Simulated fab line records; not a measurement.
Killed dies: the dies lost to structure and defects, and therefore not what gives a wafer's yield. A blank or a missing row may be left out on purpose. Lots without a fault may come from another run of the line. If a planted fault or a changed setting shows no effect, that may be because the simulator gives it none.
Matching of chambers	flow n5-finfet	N5_HKMG_FIN_ALD_75 on ald-hk-02: 4 sister chambers
The step deposits Al2O3, target thk 1 nm, co reactant pulse time 1 s. 7 wafers are shown with their chamber, then 8 later ones without.

== EACH WAFER AND ITS CHAMBER ==
wafer	chamber	heater-power-w (W)	precursor-pulse-height-rel
L081.4	1	154	0.986
L086.5	3	135	1.016
L086.6	2	172	1.004
L087.3	0	149	0.993
L087.4	2	168	1.012
L087.6	0	146	1.008
L088.1	3	134	1.004

== WAFERS WITH NO CHAMBER GIVEN ==
wafer	heater-power-w (W)	precursor-pulse-height-rel
L088.4	171	1.006
L088.6	150	0.986
L089.1	151	0.996
L089.2	138	0.978
L089.4	168	0.995
L090.2	168	1.007
L090.3	149	1.034
L090.5	148	1.028

== WHICH CHAMBER EACH WENT THROUGH ==
wafer	from the rows above	in truth
L088.4	2	2
L088.6	can't be placed: 1 or 0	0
L089.1	can't be placed: 0 or 1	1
L089.2	can't be placed: 3 or 0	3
L089.4	2	2
L090.2	2	2
L090.3	0	0
L090.5	0	0
Placed correctly: 5 of 8. Cannot be placed on the basis of these rows: 3; the candidates contain the true chamber in 3. Placed wrongly: 0.
How it was worked out, from the rows above alone: a wafer's distance from a chamber is the root of the sum, over the readings, of the square of ((its reading less the chamber's mean) divided by the reading's scatter). If the next closest chamber is less than 2 further off than the closest, the wafer can't be placed; otherwise it belongs to the closest. A chamber's mean is the mean of its shown wafers. How the scatter is found: for the shown wafers, subtract from each reading the mean of its chamber, square and add these, divide the total by (wafers less chambers), then take the root.
